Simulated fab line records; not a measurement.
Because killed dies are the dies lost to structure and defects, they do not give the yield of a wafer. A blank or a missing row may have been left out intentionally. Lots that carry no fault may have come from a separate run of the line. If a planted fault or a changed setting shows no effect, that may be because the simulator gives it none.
Which tool was responsible?	flow nand_harc	36 wafers from 12 lots sampled at 6 of the route's 1302 steps

## WHAT EACH GAUGE READ, for each wafer
NHARC_P_GATE_INSPECT_68.
lot	measured	on	raw_defect_count
L979	day 5 20:04	defect_inspect-02	238 189 277
L982	day 7 00:05	defect_inspect-02	184 177 146
L983	day 7 17:01	defect_inspect-01	194 164 200
L986	day 8 13:30	defect_inspect-01	293 162 153
L987	day 9 03:49	defect_inspect-02	166 325 315
L988	day 9 17:55	defect_inspect-01	127 119 135
L990	day 10 05:53	defect_inspect-02	417 170 343
L991	day 10 17:14	defect_inspect-01	184 195 270
L995	day 12 08:23	defect_inspect-01	158 164 195
L100	day 14 17:38	defect_inspect-01	690 814 826
L101	day 15 02:16	defect_inspect-02	570 571 733
L102	day 15 05:47	defect_inspect-01	259 61 193

NHARC_END_SORT_01.
lot	measured	on	killed_at_array	killed_at_other	killed_at_periphery	killed_dies	killed_open	killed_short
L100	day 33 02:50	prober-01	52 56 53	0 1 4	75 42 77	127 99 134	5 3 2	1 1 1
L101	day 33 21:02	prober-01	38 23 42	1 1 1	59 39 75	98 63 118	4 1 6	7 3 3

## WHAT TOOL EACH LOT RAN ON (gives the tool, then ch and the chambers of the sampled wafers, and finally the start)
lot	NHARC_P_GATE_PRECLEAN_73	NHARC_P_GATE_DESCUM_93	NHARC_P_GATE_RTA_82	NHARC_P_CONTACT_DEP_30
L979	wet_bench-05 ch 1,2,3, day 5 02:52	rie_diel-02 ch 0,1,3, day 5 17:11	rtp_anneal-02 ch 0, day 5 19:57	pecvd-04 ch 0,1,2, day 5 20:14
L982	wet_bench-03 ch 1,6,7, day 6 06:47	rie_diel-02 ch 1,2,3, day 6 21:13	rtp_anneal-02 ch 0, day 6 23:56	pecvd-01 ch 0,1, day 7 00:13
L983	wet_bench-05 ch 4,5,6, day 6 23:18	rie_diel-04 ch 0,2,3, day 7 14:00	rtp_anneal-01 ch 0, day 7 16:53	pecvd-03 ch 0,1,2, day 7 17:05
L986	wet_bench-05 ch 3,4,7, day 7 20:16	rie_diel-09 ch 0,1,2, day 8 10:36	rtp_anneal-01 ch 0, day 8 13:18	pecvd-01 ch 0,1,2, day 8 13:37
L987	wet_bench-02 ch 0,1,2, day 8 10:09	rie_diel-04 ch 1,2, day 9 00:49	rtp_anneal-01 ch 0, day 9 03:40	pecvd-01 ch 0,1, day 9 04:00
L988	wet_bench-03 ch 4,5,6, day 9 00:26	rie_diel-09 ch 0,1,3, day 9 15:00	rtp_anneal-01 ch 0, day 9 17:46	pecvd-04 ch 0,1, day 9 17:59
L990	wet_bench-03 ch 0,1,2, day 9 11:56	rie_diel-09 ch 0,1, day 10 02:22	rtp_anneal-01 ch 0, day 10 05:43	pecvd-01 ch 0,1, day 10 05:58
L991	wet_bench-02 ch 0,1,5, day 9 23:47	rie_diel-09 ch 0,1,2, day 10 14:20	rtp_anneal-02 ch 0, day 10 17:02	pecvd-04 ch 0,2, day 10 17:19
L995	wet_bench-05 ch 2,3,7, day 11 15:04	rie_diel-02 ch 1,3, day 12 05:28	rtp_anneal-02 ch 0, day 12 08:14	pecvd-01 ch 0,1,2, day 12 08:31
L100	wet_bench-02 ch 1,2,6, day 14 00:17	rie_diel-04 ch 0,2, day 14 14:43	rtp_anneal-01 ch 0, day 14 17:26	pecvd-03 ch 0,1, day 14 17:48
L101	wet_bench-02 ch 0,3,5, day 14 08:22	rie_diel-09 ch 0,1, day 14 23:07	rtp_anneal-02 ch 0, day 15 02:06	pecvd-04 ch 1,2, day 15 02:25
L102	wet_bench-03 ch 2,3,4, day 14 12:26	rie_diel-09 ch 0,1,3, day 15 02:53	rtp_anneal-01 ch 0, day 15 05:37	pecvd-04 ch 1,2, day 15 05:51
- NHARC_P_GATE_PRECLEAN_73: cleans in SC1.
- NHARC_P_GATE_DESCUM_93: chemistry O2, time 3 s.
- NHARC_P_GATE_RTA_82: time 30 s.
- NHARC_P_CONTACT_DEP_30: deposits SiNx, target thk 30 nm.

## WHAT THE TOOLS THEMSELVES READ (means of the sampled wafers that have a number; where no wafer has one, the mark that the record gives instead)
NHARC_P_GATE_DESCUM_93.
lot	tool	drypump_motor_current_A (A)	oes_product_au (a.u.)	rf_vpp_V (V)	showerhead_plenum_p_Torr (Torr)	throttle_valve_pct (%)
L979	rie_diel-02	5.7	0.986	58.4	1.98	11.303
L982	rie_diel-02	5.7	0.988	57.3	1.95	11.315
L983	rie_diel-04	5.6	0.993	57.1	1.89	11.308
L986	rie_diel-09	5.4	0.984	57.5	1.92	11.308
L987	rie_diel-04	6.0	0.989	57.0	1.84	11.304
L988	rie_diel-09	5.5	0.995	57.9	1.90	11.309
L990	rie_diel-09	5.8	0.982	57.4	1.91	11.310
L991	rie_diel-09	5.5	0.993	57.7	1.92	11.299
L995	rie_diel-02	6.0	1.001	58.2	1.93	11.307
L100	rie_diel-04	5.8	1.006	58.1	1.88	11.305
L101	rie_diel-09	5.8	0.982	58.7	1.96	11.322
L102	rie_diel-09	5.5	1.000	58.1	1.90	11.319

NHARC_P_GATE_RTA_82.
lot	tool	anneal_temp_c_max	lamp_power_pct (%)	wafer_temp_C_max
L979	rtp_anneal-02	452.1	4.2	451.1
L982	rtp_anneal-02	452.5	4.2	452.2
L983	rtp_anneal-01	451.7	3.4	452.1
L986	rtp_anneal-01	451.9	3.4	452.0
L987	rtp_anneal-01	451.7	3.4	451.7
L988	rtp_anneal-01	451.5	3.4	451.6
L990	rtp_anneal-01	451.8	3.4	452.0
L991	rtp_anneal-02	452.4	4.2	451.5
L995	rtp_anneal-02	452.6	4.2	451.4
L100	rtp_anneal-01	451.7	3.4	452.2
L101	rtp_anneal-02	452.3	4.2	451.7
L102	rtp_anneal-01	451.6	3.4	451.9

NHARC_P_CONTACT_DEP_30.
lot	tool	heater_power_w (W)
L979	pecvd-04	667
L982	pecvd-01	623
L983	pecvd-03	722
L986	pecvd-01	723
L987	pecvd-01	730
L988	pecvd-04	699
L990	pecvd-01	641
L991	pecvd-04	672
L995	pecvd-01	670
L100	pecvd-03	656
L101	pecvd-04	707
L102	pecvd-04	793

## THE ANSWER, worked out from the rows above alone
Rule: what is usual is taken from the lots themselves. The widest of any qualifying gaps counts: lots, ordered by their means at a reading, are off when they make up no more than a third of the lots, leave a main group of 4 or more, and stand apart from it by 3 or more times the standard deviation of that group's means. A main group is skipped when, at the precision printed for the reading in the tables above, its means are all equal. Also off: a lot with no number at a reading for which 4 or more lots have one. Any other lot the step has rows for is counted as sound. The gauges are gone through in route order, then the tools' own readings, and for those a lot's mean is taken as printed above. At the first step where some lot is off, the reading lying furthest off is the one used; lots without a number count as furthest.
Off: L100, L101 (NHARC_P_GATE_INSPECT_68, raw_defect_count). For the main group the mean is 206 and the standard deviation 51.
If a tool, at a process step before that reading, ran all the lots that are off and no sound lot after the first of them, it fits. Those tools and the gauges at NHARC_P_GATE_INSPECT_68 are tried in the same way. One fits: wet_bench-02 at NHARC_P_GATE_PRECLEAN_73. Its last sound lot is L991 (day 9 23:47), its first lot that is off L100 (day 14 00:17): a fault that began between those two fits.

## WHAT THE SIMULATOR HAD PUT IN
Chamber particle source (wet_bench-02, NHARC_P_GATE_PRECLEAN_73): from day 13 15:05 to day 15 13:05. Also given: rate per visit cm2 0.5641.
Struck lots among those shown: L100, L101. Same finding as the rule above.
